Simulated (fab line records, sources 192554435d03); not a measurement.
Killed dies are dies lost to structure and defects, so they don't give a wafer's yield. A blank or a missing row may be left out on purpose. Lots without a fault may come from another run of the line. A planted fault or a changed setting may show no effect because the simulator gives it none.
fab line records | flow n5_finfet
record lots=7 wafers=39
route steps=1938 shown BEOL_M7@1308
start_h: hours from the record's first day to the start of the lot's first wafer shown | wait_h: hours since the lot's step before | " the same as in the row above | L1.1+2: a row that stands for several wafers | - no value, or no start given | * or withheld: withheld | < > ~ a bound
route shown NAME@n: a module of which the file shows steps, and the number in the route of the first | usual: mean/standard deviation of fault-free wafers | same: alike in all rows | chamber/n: place in a boat | sites: the reading at each site | _std_site: their standard deviation | _edge_site: outer sites' mean less inner sites' | radius_mm: how far each site lies from the wafer's centre | mask NAME#n: copy n | behind: the tool/chamber that last shaped the wafer | hold: why the lot was held/for how many hours/how that ended | device: the transistor (n, p or np) that didn't switch | end of line: the same wafers' tests at the end of the route | a step without rows: its recipe alone | killed: dies lost to structure and defects at the first sort, not the wafer's yield | map: a wafer's dies, x killed, . not, _ none there
set.NAME: the setting as run; set.NAME@STEP: as run at that earlier step | model.NAME: the simulator's own value behind a step, which no gauge read
lots whose settings were changed on purpose; a table a step, a row a wafer
## steps
# step N5_BEOL_M7_TRENCH_ETCH_37
# recipe chemistry=C4F6/O2 target_depth_a=934.78 target=SiCOH_lowk time_s=31.2 ion_energy_ev=250 pressure_mtorr=30 source_w=345 bias_w=185 Ar_flow_sccm=300 C4F6_flow_sccm=10 O2_flow_sccm=10
# columns lot.wafer tool chamber start_h wait_h set.target_depth_a model.BEOL_M7.feature_depth_nm model.etch.depth_nm model.TiN_of_BEOL_M7_HM_DEP_02.thk_nm
L076.1 rie_diel-02 1 - - 582.9 57.8 57.85 18.4
L076.2 " 2 " " 582.9 56 56.09 18
L076.3 " 0 " " 934.78 89.8 89.72 16.8
L076.4 " 3 " " 934.78 94.4 94.44 17.4
L076.5 " 2 " " 582.9 56.2 56.12 18.4
L076.6 " 3 " " 934.78 93.8 93.76 17
L083.1 rie_diel-06 3 - - 631.7 62 61.99 17.8
L083.2 " 2 " " 631.7 61.4 61.43 18.4
L083.3 " 0 " " 934.78 89.2 89.14 17.6
L083.4 " 1 " " 631.7 61.4 61.46 18
L083.5 " 2 " " 934.78 90.4 90.48 17.4
L083.6 " 3 " " 934.78 90.6 90.68 17
L084.1 rie_diel-02 0 - - 934.78 89.2 89.11 17.8
L084.2 " 3 " " 934.78 92.4 92.36 17.2
L084.3 " 2 " " 934.78 89.4 89.45 17.8
L084.4 " 1 " " 934.78 91 90.98 17.6
L084.5 " 1 " " 934.78 91 90.96 17.2
L084.6 " 2 " " 934.78 90 90.01 17.6
L085.2 rie_diel-02 1 - - 934.78 91.4 91.35 17.6
L085.4 " 3 " " 934.78 92.4 92.46 17.6
L085.5 " 3 " " 934.78 93 93.04 17.6
L088.1 rie_diel-06 2 - - 934.78 90.8 90.7 17.2
L088.2 " 0 " " 934.78 88.2 88.14 17.2
L088.3 " 3 " " 934.78 90.6 90.69 17
L088.4 " 1 " " 934.78 91 90.94 17.2
L088.5 " 3 " " 934.78 90.2 90.18 17.2
L088.6 " 2 " " 934.78 91.6 91.52 16.8
L091.1 rie_diel-02 2 - - 934.78 89 88.96 17.6
L091.2 " 0 " " 934.78 88.6 88.64 17
L091.3 " 1 " " 934.78 90.8 90.73 17
L091.4 " 1 " " 934.78 91.6 91.66 17.2
L091.5 " 2 " " 934.78 89.4 89.46 17
L091.6 " 0 " " 934.78 88.4 88.5 17.2
L097.1 rie_diel-01 0 - - 934.78 91.8 91.87 17.6
L097.2 " 3 " " 1469 142.6 142.7 16.2
L097.3 " 1 " " 1469 146 145.9 15.6
L097.4 " 2 " " 934.78 94.8 94.74 17.6
L097.5 " 2 " " 934.78 94.2 94.19 17.6
L097.6 " 1 " " 1469 144 143.9 16
# step N5_BEOL_M7_ETCH_41
# recipe chemistry=CH3F/O2 target=SiCN target_depth_a=319 taper_deg=2 time_s=57.8 ion_energy_ev=120 mask_material=TiN pressure_mtorr=30 source_w=395 bias_w=75 Ar_flow_sccm=150 CH3F_flow_sccm=30 O2_flow_sccm=20
# step N5_BEOL_M7_STRIP_80
# recipe chemistry=N2/H2 time_s=10 power_w=450 temp_c=40 pressure_mtorr=20 rf_frequency_hz=6e+07 bias_power_w=7 n2_flow_sccm=200 h2_flow_sccm=200
# step N5_BEOL_M7_OCD_MEAS_38
# usual trench_depth_nm=91.0/1.8
# columns lot.wafer tool chamber start_h wait_h set.target_depth_a@BEOL_M7_TRENCH_ETCH_37 trench_depth_nm
L076.1 ocd-02 - 204.78 - 582.9 57.7
L076.2 " - " " 582.9 56.2
L076.3 " - " " 934.78 89.7
L076.4 " - " " 934.78 94.5
L076.5 " - " " 582.9 55.9
L076.6 " - " " 934.78 93.6
L083.1 ocd-01 - 237.64 - 631.7 62.0
L083.2 " - " " 631.7 61.5
L083.3 " - " " 934.78 88.8
L083.4 " - " " 631.7 61.8
L083.5 " - " " 934.78 90.4
L083.6 " - " " 934.78 90.7
L084.1 ocd-01 - 248.33 - 934.78 89.3
L084.2 " - " " 934.78 92.1
L084.3 " - " " 934.78 89.3
L084.4 " - " " 934.78 90.8
L084.5 " - " " 934.78 90.9
L084.6 " - " " 934.78 89.9
L085.2 ocd-02 - 255.31 - 934.78 91.0
L085.4 " - " " 934.78 92.8
L085.5 " - " " 934.78 93.0
L088.1 ocd-02 - 281.26 - 934.78 91.0
L088.2 " - " " 934.78 88.7
L088.3 " - " " 934.78 90.2
L088.4 " - " " 934.78 90.9
L088.5 " - " " 934.78 89.9
L088.6 " - " " 934.78 91.3
L091.1 ocd-01 - 303.95 - 934.78 88.8
L091.2 " - " " 934.78 88.2
L091.3 " - " " 934.78 90.7
L091.4 " - " " 934.78 91.2
L091.5 " - " " 934.78 89.7
L091.6 " - " " 934.78 88.7
L097.1 ocd-02 - 339.32 - 934.78 91.2
L097.2 " - " " 1469 143.0
L097.3 " - " " 1469 146.2
L097.4 " - " " 934.78 94.7
L097.5 " - " " 934.78 94.4
L097.6 " - " " 1469 143.7
# step N5_BEOL_M7_HM_STRIP_39
# recipe chemistry=peroxide_tin_strip material=TiN target_depth_a=250 temp_c=50 time_s=158
# step N5_BEOL_M7_SRD_40
# recipe time_s=30 temp_c=23 rinse_liquid=diw dry=ipa_marangoni
# step N5_BEOL_M7_ECD_50
# recipe material=Cu target_thk_a=3000
# step N5_BEOL_M7_ANNEAL_51
# recipe temp_c=225 time_s=90 ambient=N2
# step N5_BEOL_M7_CMP_52
# recipe stop_on=SiCOH_lowk t_overpolish_s=6.9 down_force_psi=1 platen_rpm=50 clearing_platen_down_force_psi=1.5 clearing_platen_rpm=50 post_cmp_clean=cu_alkaline target_thk_nm=80 clearing_platen_pad_velocity_m_s=0.99484 pad_velocity_m_s=0.99484
# columns lot.wafer tool chamber start_h wait_h set.target_depth_a@BEOL_M7_TRENCH_ETCH_37 model.Cu_of_BEOL_M7_ECD_50.thk_nm
L076.2 cmp-04 1 208.32 0.2 582.9 44
L076.3 " 2 " " 934.78 77
L076.4 " 3 " " 934.78 80.4
L076.1 " 0 " " 582.9 44.6
L076.6 " 1 " " 934.78 81.8
L076.5 " 2 " " 582.9 42.8
L083.3+6 cmp-03 2,3 240.00 0.2 934.78 76.4
L083.1 " 3 " " 631.7 48.4
L083.4 " 0 " " 631.7 45.4
L083.2 " 1 " " 631.7 47.6
L083.5 " 2 " " 934.78 79
L084.3 cmp-01 2 250.36 0.2 934.78 73.6
L084.2 " 3 " " 934.78 76
L084.4 " 0 " " 934.78 74
L084.1 " 1 " " 934.78 74.8
L084.5 " 2 " " 934.78 76.2
L084.6 " 3 " " 934.78 74.6
L085.2 cmp-01 0 257.85 0.3 934.78 74.6
L085.4 " 1 " " 934.78 79
L085.5 " 3 " " 934.78 78.4
L088.2 cmp-01 3 285.03 0.2 934.78 74.4
L088.3+5 " 0,3 " " 934.78 76.2
L088.4 " 1 " " 934.78 79.8
L088.1 " 2 " " 934.78 76.6
L088.6 " 0 " " 934.78 76.4
L091.4 cmp-04 0 306.83 0.1 934.78 79.6
L091.1 " 1 " " 934.78 77.4
L091.2 " 2 " " 934.78 76
L091.3 " 3 " " 934.78 77
L091.5 " 0 " " 934.78 76.4
L091.6 " 1 " " 934.78 75.4
L097.2 cmp-04 3 341.62 0.2 1469 129.6
L097.4 " 0 " " 934.78 82.4
L097.1 " 1 " " 934.78 79.8
L097.3 " 2 " " 1469 133.8
L097.5 " 3 " " 934.78 80.6
L097.6 " 0 " " 1469 129.8
# step N5_BEOL_M7_THK_MEAS_53
# recipe thk_meas_gauge=xrf reads=Cu_of_BEOL_M7_ECD_50
# usual M7_THK=77.1/2.2
# columns lot.wafer tool chamber start_h wait_h set.target_depth_a@BEOL_M7_TRENCH_ETCH_37 M7_THK[nm]
L076.1 film_metro-01 - 208.61 - 582.9 44.4
L076.2 " - " " 582.9 43.8
L076.3 " - " " 934.78 76.4
L076.4 " - " " 934.78 79.7
L076.5 " - " " 582.9 42.5
L076.6 " - " " 934.78 81.0
L083.1 film_metro-01 - 240.30 - 631.7 48.3
L083.2 " - " " 631.7 47.4
L083.3 " - " " 934.78 76.3
L083.4 " - " " 631.7 45.3
L083.5 " - " " 934.78 79.1
L083.6 " - " " 934.78 76.4
L084.1 film_metro-01 - 250.65 - 934.78 74.9
L084.2 " - " " 934.78 76.3
L084.3 " - " " 934.78 73.6
L084.4 " - " " 934.78 74.0
L084.5 " - " " 934.78 76.2
L084.6 " - " " 934.78 74.9
L085.2 film_metro-01 - 258.07 - 934.78 75.2
L085.4 " - " " 934.78 79.5
L085.5 " - " " 934.78 78.9
L088.1 film_metro-02 - 285.32 - 934.78 77.6
L088.2 " - " " 934.78 75.0
L088.3 " - " " 934.78 76.8
L088.4 " - " " 934.78 80.6
L088.5 " - " " 934.78 76.4
L088.6 " - " " 934.78 77.3
L091.1 film_metro-02 - 307.12 - 934.78 78.1
L091.2 " - " " 934.78 76.3
L091.3 " - " " 934.78 77.3
L091.4 " - " " 934.78 79.7
L091.5 " - " " 934.78 76.7
L091.6 " - " " 934.78 75.7
L097.1 film_metro-01 - 341.92 - 934.78 80.8
L097.2 " - " " 1469 131.5
L097.3 " - " " 1469 135.4
L097.4 " - " " 934.78 83.4
L097.5 " - " " 934.78 81.6
L097.6 " - " " 1469 131.7
# step N5_BEOL_M7_PRE_CLEAN_55
# recipe gas=NH3 time_s=15 temp_c=withheld rf_power_w=300
# step N5_BEOL_M7_DEP_56
# recipe material=SiCN target_thk_a=100 temp_c=withheld precursor=3MS/NH3 pressure_torr=3 rf_w=202 time_s=17.5
# step N5_BEOL_M7_RS_MEAS_57
# recipe thk_meas_gauge=four-point-probe reads=Cu_of_BEOL_M7_ECD_50+Co_of_BEOL_M7_CVD_78+TaN_of_BEOL_M7_ALD_77
# usual M7_RS=0.299/0.01
# columns lot.wafer tool chamber start_h wait_h set.target_depth_a@BEOL_M7_TRENCH_ETCH_37 M7_RS[ohm/sq]
L076.1 film_metro-01 - 208.77 0.1 582.9 0.587
L076.2 " - " " 582.9 0.595
L076.3 " - " " 934.78 0.299
L076.4 " - " " 934.78 0.285
L076.5 " - " " 582.9 0.619
L076.6 " - " " 934.78 0.280
L083.1 film_metro-01 - 240.43 0.1 631.7 0.528
L083.2 " - " " 631.7 0.538
L083.3 " - " " 934.78 0.302
L083.4 " - " " 631.7 0.572
L083.5 " - " " 934.78 0.291
L083.6 " - " " 934.78 0.302
L084.1 film_metro-01 - 250.79 0.1 934.78 0.311
L084.2 " - " " 934.78 0.304
L084.3 " - " " 934.78 0.316
L084.4 " - " " 934.78 0.314
L084.5 " - " " 934.78 0.303
L084.6 " - " " 934.78 0.311
L085.2 film_metro-01 - 258.20 0.1 934.78 0.311
L085.4 " - " " 934.78 0.291
L085.5 " - " " 934.78 0.294
L088.1 film_metro-02 - 285.48 0.1 934.78 0.301
L088.2 " - " " 934.78 0.311
L088.3 " - " " 934.78 0.303
L088.4 " - " " 934.78 0.287
L088.5 " - " " 934.78 0.303
L088.6 " - " " 934.78 0.301
L091.1 film_metro-02 - 307.28 0.1 934.78 0.297
L091.2 " - " " 934.78 0.304
L091.3 " - " " 934.78 0.299
L091.4 " - " " 934.78 0.287
L091.5 " - " " 934.78 0.302
L091.6 " - " " 934.78 0.307
L097.1 film_metro-02 - 342.05 0.1 934.78 0.286
L097.2 " - " " 1469 0.165
L097.3 " - " " 1469 0.159
L097.4 " - " " 934.78 0.276
L097.5 " - " " 934.78 0.283
L097.6 " - " " 1469 0.164
## key
split step=N5_BEOL_M7_TRENCH_ETCH_37 setting=target_depth_a stated=934.78 by=wafer
response step=N5_BEOL_M7_TRENCH_ETCH_37 reading=model.BEOL_M7.feature_depth_nm change=+0.902 per=1% r=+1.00
response step=N5_BEOL_M7_TRENCH_ETCH_37 reading=model.etch.depth_nm change=+0.901 per=1% r=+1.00
response step=N5_BEOL_M7_TRENCH_ETCH_37 reading=model.TiN_of_BEOL_M7_HM_DEP_02.thk_nm change=-0.0286 per=1% r=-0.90
response step=N5_BEOL_M7_OCD_MEAS_38 reading=trench_depth_nm change=+0.902 per=1% r=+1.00
response step=N5_BEOL_M7_CMP_52 reading=model.Cu_of_BEOL_M7_ECD_50.thk_nm change=+0.906 per=1% r=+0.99
response step=N5_BEOL_M7_THK_MEAS_53 reading=M7_THK change=+0.912 per=1% r=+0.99
response step=N5_BEOL_M7_RS_MEAS_57 reading=M7_RS shape=bent at_lowest=0.600 at_stated=0.299 at_highest=0.163
